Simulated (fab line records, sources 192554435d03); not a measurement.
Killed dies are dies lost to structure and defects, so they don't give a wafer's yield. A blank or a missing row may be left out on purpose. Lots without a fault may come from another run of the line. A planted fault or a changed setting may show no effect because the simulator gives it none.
One fault seen from 2 desks | flow n5_finfet | each desk has only its own numbers; what lay behind them comes last

THE METROLOGY DESK
What the gauges read, lot by lot, whatever tool the lot ran on: means of the sampled wafers that have a number. A lot is out of limits, marked OUT, if its mean lies more than 4 standard deviations from the usual mean; the brackets give that distance. Of its 13 readings 7 are shown: the one that was out of limits first, and those that lie furthest out on some lot.
Columns: A = PWELL_OVL at N5_WELL_APT_OVL_MEAS_26, usual -1 nm; B = CJ_P at N5_BEOL_M4_RC_MEAS_101, usual 5.80; C = DIBL_N at N5_BEOL_M4_RC_MEAS_101, usual 36.4 mV/V; D = DIBL_P at N5_BEOL_M4_RC_MEAS_101, usual 36.1 mV/V; E = IOFF_N at N5_BEOL_M4_RC_MEAS_101, usual 0.156 nA/um; F = IOFF_P at N5_BEOL_M4_RC_MEAS_101, usual 0.21 nA/um; G = VT_P at N5_BEOL_M4_RC_MEAS_101, usual -250 mV
lot  | first seen here | A  | B              | C    | D    | E     | F    | G
L200 | day 1 13:49     | -5 | 5.91           | 36.5 | 37.6 | 0.163 | 0.21 | -251
L204 | day 2 13:34     | -2 | 5.87           | 36.4 | 38.4 | 0.182 | 0.24 | -249
L206 | day 3 01:40     | 0  | 5.79           | 37.3 | 36.2 | 0.187 | 0.28 | -243
L209 | day 3 19:51     | -1 | 5.63           | 38.3 | 37.5 | 0.195 | 0.24 | -247
L210 | day 4 01:52     | -1 | 5.86           | 36.2 | 35.8 | 0.157 | 0.21 | -251
L212 | day 4 13:41     | 7  | 5.86           | 35.1 | 33.3 | 0.133 | 0.19 | -251
L213 | day 4 19:55     | 0  | 5.79           | 37.1 | 36.0 | 0.145 | 0.17 | -259
L219 | day 6 07:45     | 0  | 3.89 (-14) OUT | 37.3 | 37.3 | 0.170 | 0.27 | -246
L221 | day 6 19:56     | -1 | 3.89 (-14) OUT | 36.3 | 36.2 | 0.138 | 0.20 | -253
L223 | day 7 07:50     | -1 | 5.76           | 35.3 | 35.0 | 0.146 | 0.18 | -254
This desk's finding: out of limits on L219, L221; first on L219, day 12 12:56 (CJ_P at N5_BEOL_M4_RC_MEAS_101). In limits: L200, L204, L206, L209, L210, L212, L213, L223.

THE TOOL OWNER'S DESK: implanter-02
The tool's own readings at N5_WELL_APT_IMPLANT_15: means of the sampled wafers that have a number, for each lot that ran on this tool. A lot is out of limits, marked OUT, if its mean lies more than 4 standard deviations from the usual mean; the brackets give that distance.
Columns: A = dose_ions_cm2 at N5_WELL_APT_IMPLANT_15, usual 1.5002e+13; B = faraday_current_uA at N5_WELL_APT_IMPLANT_15, usual 190
lot  | first seen here | A                            | B
L200 | day 1 14:13     | 1.5003e+13                   | 189
L204 | day 2 14:02     | 1.5005e+13                   | 193
L206 | day 3 02:05     | 1.5011e+13                   | 190
L210 | day 4 02:17     | 1.4998e+13                   | 185
L219 | day 6 08:09     | 7.0747e+12 (-99 or more) OUT | 90 (-26) OUT
L221 | day 6 20:46     | 7.0750e+12 (-99 or more) OUT | 90 (-26) OUT
This desk's finding: out of limits on L219, L221; first on L219, day 6 08:09 (dose_ions_cm2 at N5_WELL_APT_IMPLANT_15). In limits: L200, L204, L206, L210.

PUT TOGETHER
The tool owner's desk could have raised an alarm at day 6 08:09, on L219, L221.
The metrology desk could have raised an alarm at day 12 12:56, on L219, L221.
Of the lots named, all ran N5_WELL_APT_IMPLANT_15 on implanter-02.

WHAT THE SIMULATOR HAD PUT IN
Process parameter drift: implanter-02, from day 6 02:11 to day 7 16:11, at N5_WELL_APT_IMPLANT_15. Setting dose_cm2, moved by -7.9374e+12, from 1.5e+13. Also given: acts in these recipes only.
Lots struck among those shown: L219, L221.
Hours from the fault's start to each desk's first reading out of limits: the tool owner's desk, 6; the metrology desk, 155.
